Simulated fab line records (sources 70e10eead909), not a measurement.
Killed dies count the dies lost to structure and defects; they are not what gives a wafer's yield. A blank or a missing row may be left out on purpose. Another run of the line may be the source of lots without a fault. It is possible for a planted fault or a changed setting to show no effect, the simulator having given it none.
One fault seen from 2 desks :: flow nandHarc :: each desk holds nothing but its own numbers, with what lay behind them at the end

## AT THE TOOL OWNER'S DESK: rieDiel-08
The tool's own readings at NHARC_A_BLC_ETCH_17 (etches the open film in N2/H2, target depth 390 nm, time 609.38 s): means of the sampled wafers that have a number, for each lot that ran on this tool. If a lot's mean is further than 4 standard deviations from the usual mean, the lot is out of limits and carries the mark OUT (the distance appears in the brackets).
Columns: A = drypumpMotorCurrentA at NHARC_A_BLC_ETCH_17, usual 5.7 A; B = oesProductAu at NHARC_A_BLC_ETCH_17, usual 0.997 a.u.; C = rfVppV at NHARC_A_BLC_ETCH_17, usual 429.9 V; D = runLengthS at NHARC_A_BLC_ETCH_17, usual 630.7 s; E = showerheadPlenumPTorr at NHARC_A_BLC_ETCH_17, usual 2.02 Torr; F = throttleValvePct at NHARC_A_BLC_ETCH_17, usual 14.171 %
lot: L587
first seen here: day 23 02:38
A: 5.1
B: 0.994
C: 429.7
D: 630.7
E: 2.00
F: 14.180

lot: L593
first seen here: day 25 00:33
A: 5.3
B: 0.992
C: 429.8
D: 630.8
E: 1.99
F: 14.175

lot: L598
first seen here: day 28 10:52
A: 5.2
B: 0.987
C: 428.3
D: 584.2 (-99 or more) OUT
E: 1.97
F: 14.172
Finding of this desk: L598 out of limits; the first was L598 at day 28 10:52, on runLengthS at NHARC_A_BLC_ETCH_17. In limits: L587, L593.

## AT THE METROLOGY DESK
What the gauges read, lot by lot, whatever tool the lot ran on: means of the sampled wafers that have a number. If a lot's mean is further than 4 standard deviations from the usual mean, the lot is out of limits and carries the mark OUT (the distance appears in the brackets).
Columns: A = cdNm at NHARC_A_BLC_CD_MEAS_10, usual 100.3 nm
lot: L587
first seen here: day 23 02:14
A: 98.7

lot: L588
first seen here: day 24 04:22
A: 100.3

lot: L589
first seen here: day 24 06:14
A: 100.7

lot: L590
first seen here: day 24 10:20
A: 98.5

lot: L593
first seen here: day 25 00:05
A: 101.0

lot: L598
first seen here: day 28 10:30
A: 101.2

lot: L602
first seen here: day 30 17:24
A: 101.3

lot: L603
first seen here: day 30 19:01
A: 100.4

lot: L604
first seen here: day 30 23:45
A: 100.7

lot: L605
first seen here: day 31 03:44
A: 100.1

lot: L606
first seen here: day 31 09:01
A: 99.9

lot: L607
first seen here: day 31 09:52
A: 100.3
Finding of this desk: none of the 12 lots has anything out of limits.

## BROUGHT TOGETHER
On L598, at day 28 10:52, an alarm was possible from the tool owner's desk.
Nothing out of limits was seen by the metrology desk.
The metrology desk holds a record of L598, inside its limits.
NHARC_A_BLC_ETCH_17 was run on rieDiel-08 by each of the lots named.

## WHAT WAS PUT IN BY THE SIMULATOR
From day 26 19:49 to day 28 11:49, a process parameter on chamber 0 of rieDiel-08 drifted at NHARC_A_BLC_ETCH_17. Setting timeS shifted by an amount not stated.
Struck lots among those shown: L598.
Hours from the fault's start to each desk's first reading out of limits: the tool owner's desk, 39.
